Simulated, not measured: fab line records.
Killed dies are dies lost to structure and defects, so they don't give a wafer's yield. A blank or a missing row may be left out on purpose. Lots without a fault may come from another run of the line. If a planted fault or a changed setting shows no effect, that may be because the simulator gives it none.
Matching of chambers -- flow n5-finfet -- 3 sister chambers for N5_GATE_CUT_HM_DEP_46 on pecvd-04
The step deposits SiO2 from TEOS/O2, target thk 130 nm, time 26.6 s. 18 wafers are shown with their chamber, then 9 later ones without.

WAFERS, EACH WITH ITS CHAMBER
wafer,chamber,throttle-valve-pct (%),heater-power-w (W),showerhead-plenum-p-Torr (Torr)
L083.1,0,18.9,597,8.34
L083.5,0,19.3,613,8.33
L083.6,2,16.7,616,8.33
L084.3,0,19.1,640,8.32
L084.4,2,16.8,618,8.36
L084.6,1,18.9,482,8.33
L086.1,0,19.2,713,8.32
L086.3,2,16.7,678,8.34
L086.6,1,19.2,580,8.31
L087.2,0,19.1,747,8.32
L087.5,1,18.8,546,8.30
L087.6,0,19.3,753,8.34
L089.1,1,19.0,592,8.33
L089.4,2,16.7,707,8.33
L089.6,0,19.1,672,8.35
L091.2,2,16.6,566,8.35
L091.3,1,19.2,603,8.32
L091.5,0,18.7,598,8.34

SIGNATURES (means of the wafers above)
reading,chamber 0,chamber 1,chamber 2,scatter within a chamber
throttle-valve-pct,19.087,19.020,16.700,0.171
heater-power-w,666.62,560.60,637.00,58.4
showerhead-plenum-p-Torr,8.3325,8.3180,8.3420,0.0124
Rule: for each reading, subtract the chamber's mean from the wafer's reading, divide by that reading's scatter and square the result; add these up over the readings and take the root, which gives the wafer's distance from the chamber. If the next closest chamber is less than 2 further off than the closest, the wafer can't be placed; otherwise it belongs to the closest. How the scatter is found: for the shown wafers, subtract from each reading the mean of its chamber, square and add these, divide the total by (wafers less chambers), then take the root.

WAFERS WITHOUT THEIR CHAMBER
wafer,throttle-valve-pct (%),heater-power-w (W),showerhead-plenum-p-Torr (Torr)
L092.1,18.9,704,8.33
L092.2,19.0,510,8.32
L092.5,19.2,716,8.35
L094.2,16.8,665,8.33
L094.3,19.3,604,8.35
L094.6,19.0,502,8.30
L097.2,16.7,662,8.35
L097.3,19.3,693,8.33
L097.6,16.6,671,8.33

THE CHAMBER EACH PASSED THROUGH
wafer,from the rows above,in truth
L092.1,can't be placed: 0 or 1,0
L092.2,1,1
L092.5,0,0
L094.2,2,2
L094.3,can't be placed: 0 or 1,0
L094.6,1,1
L097.2,2,2
L097.3,can't be placed: 0 or 1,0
L097.6,2,2
Correct placement for 6 of the 9. Unplaceable from these rows: 3, with the true chamber sitting among the candidates in 3. Placed wrongly: 0.
